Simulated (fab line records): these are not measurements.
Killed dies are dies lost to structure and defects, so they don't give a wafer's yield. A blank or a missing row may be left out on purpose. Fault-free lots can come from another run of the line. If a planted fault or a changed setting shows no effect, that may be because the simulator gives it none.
Lot-split experiment | flow n5_finfet | 7 lots, 21 wafers read, on a route of 1938 steps

== SPLIT DETAILS ==
At N5_BEOL_M15_PEB_26 (peb time 90 s), the setting peb_temp_c was moved away from the recipe's 130 C on 5 of the 21 wafers read, by -2.8% to +2.5%. For the rest of the wafers, this setting stayed at what the recipe calls for.

== FROM THE SPLIT TO THE READING: what the file shows between them, 2 steps ==
- N5_BEOL_M15_DEVELOP_27: develop time 45 s
- N5_BEOL_M15_HARDBAKE_32: time 120 s

== THE READING ==
cd_nm (nm) at N5_BEOL_M15_CD_MEAS_28, where the cd target is 407.6 nm. Fault-free wafers of this fab line usually give 407.2 nm, standard deviation 1.8 nm.

wafer  | tool, chamber at the split | peb_temp_c as run, C | against the recipe | cd_nm, nm | against lot-mates on the recipe
L074.4 | litho_track-03, 0          | 133.2                | +2.5%              | 422.8     | +12.6
L074.5 | litho_track-03, 0          | 130                  | recipe             | 410.2     | -
L074.6 | litho_track-03, 0          | 130                  | recipe             | 410.3     | -
L076.2 | litho_track-03, 0          | 130                  | recipe             | 406.6     | -
L076.3 | litho_track-03, 0          | 130                  | recipe             | 407.2     | -
L076.6 | litho_track-03, 0          | 126.3                | -2.8%              | 388.4     | -18.5
L080.3 | litho_track-05, 0          | 130                  | recipe             | 407.2     | -
L080.4 | litho_track-05, 0          | 130                  | recipe             | 408.4     | -
L080.6 | litho_track-05, 0          | 130                  | recipe             | 407.6     | -
L086.1 | litho_track-03, 0          | 130                  | recipe             | 408.5     | -
L086.3 | litho_track-03, 0          | 130                  | recipe             | 408.5     | -
L086.6 | litho_track-03, 0          | 128.5                | -1.2%              | 400.1     | -8.4
L087.2 | litho_track-01, 0          | 130                  | recipe             | 409.2     | -
L087.5 | litho_track-01, 0          | 130                  | recipe             | 410.3     | -
L087.6 | litho_track-01, 0          | 130                  | recipe             | 411.1     | -
L089.4 | litho_track-05, 0          | 126.3                | -2.8%              | 388.1     | -19.8
L089.5 | litho_track-05, 0          | 130                  | recipe             | 407.9     | -
L089.6 | litho_track-05, 0          | 126.3                | -2.8%              | 388.8     | -19.1
L096.1 | litho_track-03, 0          | 130                  | recipe             | 404.0     | -
L096.2 | litho_track-03, 0          | 130                  | recipe             | 406.6     | -
L096.5 | litho_track-03, 0          | 130                  | recipe             | 403.1     | -

FIT RESULTS
A straight line over all 21 wafers: cd_nm changes by +6.65 nm for each +1% of peb_temp_c; r = +0.97; the points scatter about the line by 2 nm.
The same after taking each lot's own level away (the mean of its wafers on the recipe; 21 wafers): +6.36 nm for each +1%; r = +0.99; scatter 1.1 nm.
The reading moves by 18 nm for the largest change in peb_temp_c, on that fit.
Across the lots, their own levels run from 404.57 to 410.25 nm, a range of 3.2 times the standard deviation given above.
Consequently the slope shifts little with the lot-to-lot level, the two slopes agreeing.
Check: with one of the wafers moved furthest among these (-2.8%) left out of the fit, the line predicts -18.4 nm for it against its lot-mates. Against them it came out at -18.5 nm.

== FURTHER SPLITS ON THESE WAFERS ==
These wafers also went through other splits before the reading. Each is held against what the fit with the lots' levels taken away leaves over:
other split on the same wafers | wafers away from the commonest value | r with cd_nm (lot level and that fit taken away)
N5_BEOL_M14_DESCUM_15 time_s   | 3                                    | -0.05
N5_BEOL_M14_PEB_26 peb_temp_c  | 7                                    | +0.37
N5_BEOL_M14_ETCH_68 time_s     | 4                                    | +0.10

== THE WHOLE CHAIN: every reading that the file lists as answering this split, in the file's order ==
step                       | what it does                                                            | reading                                                         | change (the file's fit)              | r (the file's)
N5_BEOL_M15_CD_MEAS_28     | target cd 407.6 nm                                                      | cd_nm                                                           | +6.31 nm for each +1% of the setting | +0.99
N5_BEOL_M15_DESCUM_33      | chemistry O2, time 7.9 s                                                | BEOL_M15.cd_nm (the simulator's own value, which no gauge read) | +6.43 nm for each +1% of the setting | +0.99
N5_BEOL_M15_ETCH_61        | etches BARC in N2/H2, target depth 89 nm, overetch 26.7 nm, time 67.9 s | BEOL_M15.cd_nm (the simulator's own value, which no gauge read) | +6.26 nm for each +1% of the setting | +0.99
N5_BEOL_M15_TRENCH_ETCH_34 | etches SiO2 in C4F8/O2/Ar, target depth 872.93 nm, time 199 s           | BEOL_M15.cd_nm (the simulator's own value, which no gauge read) | +6.14 nm for each +1% of the setting | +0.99

== THE FILE'S OWN FIT ==
cd_nm changes by +6.31 nm for each +1% of peb_temp_c, r = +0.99.
